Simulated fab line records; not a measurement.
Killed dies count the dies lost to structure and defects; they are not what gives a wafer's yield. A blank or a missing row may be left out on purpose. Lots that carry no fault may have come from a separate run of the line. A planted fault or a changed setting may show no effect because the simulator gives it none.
A single fault, viewed from 2 desks | flow n5_finfet | every desk sees just its own numbers, and what lay behind them comes last

TOOL OWNER'S DESK, cmp-01
The tool's own readings at N5_MOL_CONTACT_COAG_CMP_23 (polishes, stops on SiO2, t overpolish 1.5 s, target thk 0 nm): means of the sampled wafers that have a number, for each lot that ran on this tool. Any lot whose mean is over 4 standard deviations away from the usual mean is out of limits and marked OUT; that distance is given in the brackets.
Columns: A = head_pressure_psi at N5_MOL_CONTACT_COAG_CMP_23, usual 2.000 psi; B = motor_current_A at N5_MOL_CONTACT_COAG_CMP_23, usual 8.1 A; C = overpolish_run_s at N5_MOL_CONTACT_COAG_CMP_23, usual 1.500 s; D = time_to_endpoint_s at N5_MOL_CONTACT_COAG_CMP_23, usual 9.6 s
lot  | first seen here | A     | B   | C     | D
L896 | day 7 19:18     | 1.993 | 9.2 | 1.504 | 6.4
L898 | day 8 06:14     | 2.002 | 7.6 | 1.500 | 6.8
L899 | day 8 11:30     | 2.001 | 7.5 | 1.513 | 5.2
Finding of this desk: none of the 3 lots has anything out of limits.

FROM THE METROLOGY DESK
What the gauges read for every lot (on any tool): the sampled wafers with a number, averaged. Any lot whose mean is over 4 standard deviations away from the usual mean is out of limits and marked OUT; that distance is given in the brackets. Of its 11 readings 7 are shown: the one that was out of limits first, and those that lie furthest out on some lot.
Columns: A = MD_CAP_THK at N5_MOL_CONTACT_COAG_THK_MEAS_29, usual 17.87 nm; B = IOFF_P at N5_BEOL_M4_RC_MEAS_101, usual 0.20 nA/um; C = ION_N at N5_BEOL_M4_RC_MEAS_101, usual 672 uA/um; D = ION_P at N5_BEOL_M4_RC_MEAS_101, usual 462 uA/um; E = SS_N at N5_BEOL_M4_RC_MEAS_101, usual 71.2 mV/dec; F = VT_N at N5_BEOL_M4_RC_MEAS_101, usual 251 mV; G = VT_P at N5_BEOL_M4_RC_MEAS_101, usual -251 mV
lot  | first seen here | A                | B    | C   | D   | E    | F   | G
L887 | day 5 14:21     | 17.79            | 0.21 | 681 | 468 | 71.8 | 251 | -248
L896 | day 7 21:59     | 16.25 (-19) OUT  | 0.18 | 685 | 462 | 71.0 | 248 | -251
L898 | day 8 09:21     | 17.25 (-7.2) OUT | 0.24 | 666 | 462 | 72.4 | 252 | -244
L899 | day 8 14:11     | 16.31 (-18) OUT  | 0.21 | 672 | 470 | 71.1 | 252 | -250
L900 | day 8 21:02     | 18.09            | 0.22 | 683 | 473 | 71.0 | 250 | -246
L902 | day 9 06:12     | 17.83            | 0.15 | 652 | 442 | 70.6 | 260 | -257
L903 | day 9 16:32     | 17.88            | 0.20 | 675 | 461 | 71.7 | 250 | -252
L905 | day 10 05:46    | 17.89            | 0.18 | 672 | 452 | 71.9 | 250 | -253
L907 | day 10 14:37    | 17.78            | 0.20 | 683 | 468 | 71.3 | 250 | -248
Finding of this desk: L896, L898, L899 out of limits, first seen on L896 at day 7 21:59 (MD_CAP_THK at N5_MOL_CONTACT_COAG_THK_MEAS_29). Within limits: L887, L900, L902, L903, L905, L907.

BROUGHT TOGETHER
L896, L898, L899 would have let the metrology desk raise an alarm at day 7 21:59.
The desk of the tool owner found nothing out of limits.
On record at the tool owner's desk: L896, L898, L899, within its limits.
On cmp-01, each named lot ran N5_MOL_CONTACT_COAG_CMP_23.

WHAT THE SIMULATOR HAD INSERTED
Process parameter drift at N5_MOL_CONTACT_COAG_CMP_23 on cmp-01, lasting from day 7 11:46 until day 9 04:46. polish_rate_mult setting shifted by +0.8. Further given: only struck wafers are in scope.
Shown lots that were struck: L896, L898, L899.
Time in hours between the start of the fault and the first out-of-limits reading at each desk: metrology desk, 10.
